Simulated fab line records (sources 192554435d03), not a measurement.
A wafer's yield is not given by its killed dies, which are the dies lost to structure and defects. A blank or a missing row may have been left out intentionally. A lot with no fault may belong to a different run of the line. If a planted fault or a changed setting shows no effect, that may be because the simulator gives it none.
Struck lot and sound lot, side by side | flow n5_finfet | 14 out of 1938 route steps
Sound: these wafers, L371.4, L371.5, L371.6. Struck: wafer L363.3 (L363.2, L363.5, from the same lot, were not struck and are left out); the cause is given at the end.
At each step with rows: each side's tool, then ch and its chambers, then its first start. Under that, the readings that differ: sound wafers | struck wafers | difference of the means | sigmas: that difference in standard deviations of wafers without a fault.
alike: a reading whose means differ by less than 2 such deviations, as well as words and numbers matching on both sides. not compared: withheld readings; readings where some wafer has no value; bounds like >300 that might hide an equal value; numbers whose values overlap and for which the record gives no deviation.
A row with sigmas, a row that says differs or no value, or rows on one side alone: a step with any of these is where the two part. Numbers that have no deviation but don't overlap get no sigmas and don't part them. A reading that every wafer of one side lacks parts them only if that side has two wafers or more.

first, 2 steps without rows for these wafers: N5_BEOL_M8_PRECLEAN_42 (cleans in residue remover, time 60 s); N5_BEOL_M8_SRD_43 (time 30 s).
N5_BEOL_M8_CD_MEAS_35 targets a cd of 40 nm.
  sound on cd_sem-01, day 13 04:40; struck on cd_sem-02, day 10 07:56
  alike: cd_nm
N5_BEOL_M8_CURE_75: cures SiCOH lowk, time 120 s.
  sound on uv_cure-01 ch 1, day 13 04:50; struck on uv_cure-01 ch 1, day 10 08:01
  alike: lamp_power_pct, wafer_temp_C_max
N5_BEOL_M8_DEGAS_44: time 60 s.
  sound on pvd_sputter-01, day 13 05:11; struck on pvd_sputter-03, day 10 08:20
  alike: heater_power_w, susceptor_temp_C
N5_BEOL_M8_PRE_CLEAN_45: time 30 s.
  sound on pvd_sputter-01, day 13 05:13; struck on pvd_sputter-03, day 10 08:22
  alike: heater_power_w, susceptor_temp_C
N5_BEOL_M8_ALD_77: deposits TaN, target thk 2 nm, pulse time 2 s, purge time 3 s.
  sound on ald_metal-03 ch 0,2,3, day 13 05:25; struck on ald_metal-02 ch 2, day 10 08:27
  reading               | sound       | struck | difference                   | sigmas
  heater_power_w (W)    | 485 426 364 | 537    | +112                         | +2
  since_wet_clean_h (h) | - - -       | 4503   | no value on the sound wafers |
  alike: susceptor_temp_C
then, 4 steps without rows for these wafers: N5_BEOL_M8_SURFACE_TREAT_79; N5_BEOL_M8_CVD_78 (deposits Co from CCTBA/H2, target thk 2 nm, time 142.3 s); N5_BEOL_M8_SPUTTER_48 (material Cu, target thk 10 nm, time 1.667 s); N5_BEOL_M8_ECD_50 (material Cu, target thk 300 nm).
N5_BEOL_M8_ANNEAL_51: time 90 s.
  sound on rtp_anneal-01 ch 0, day 13 07:29; struck on rtp_anneal-01 ch 0, day 10 09:16
  alike: wafer_temp_C_max
N5_BEOL_M8_CMP_52: polishes, stops on SiCOH lowk, t overpolish 6.9 s, target thk 80 nm.
  sound on cmp-01 ch 2,3, day 13 07:39; struck on cmp-02 ch 2, day 10 09:31
  reading                      | sound          | struck | difference | sigmas
  barrier_field_endpoint_s (s) | 30.2 29.2 29.2 | 15.9   | -13.6      | -20
  time_to_endpoint_s (s)       | 62.4 64.5 60.7 | 36.5   | -26.0      | -10
  alike: motor_current_A, overpolish_run_s
  not compared: model.Cu_of_BEOL_M8_ECD_50.thk_nm
N5_PASSIVATION_PROBE_49:
  the record has rows for the sound wafers here (prober-01, day 16 02:14) and none for the struck ones

== WHERE THEY PART ==
Earliest at N5_BEOL_M8_ALD_77; latest, in this record, at N5_PASSIVATION_PROBE_49.

WHY: what the simulator had put in
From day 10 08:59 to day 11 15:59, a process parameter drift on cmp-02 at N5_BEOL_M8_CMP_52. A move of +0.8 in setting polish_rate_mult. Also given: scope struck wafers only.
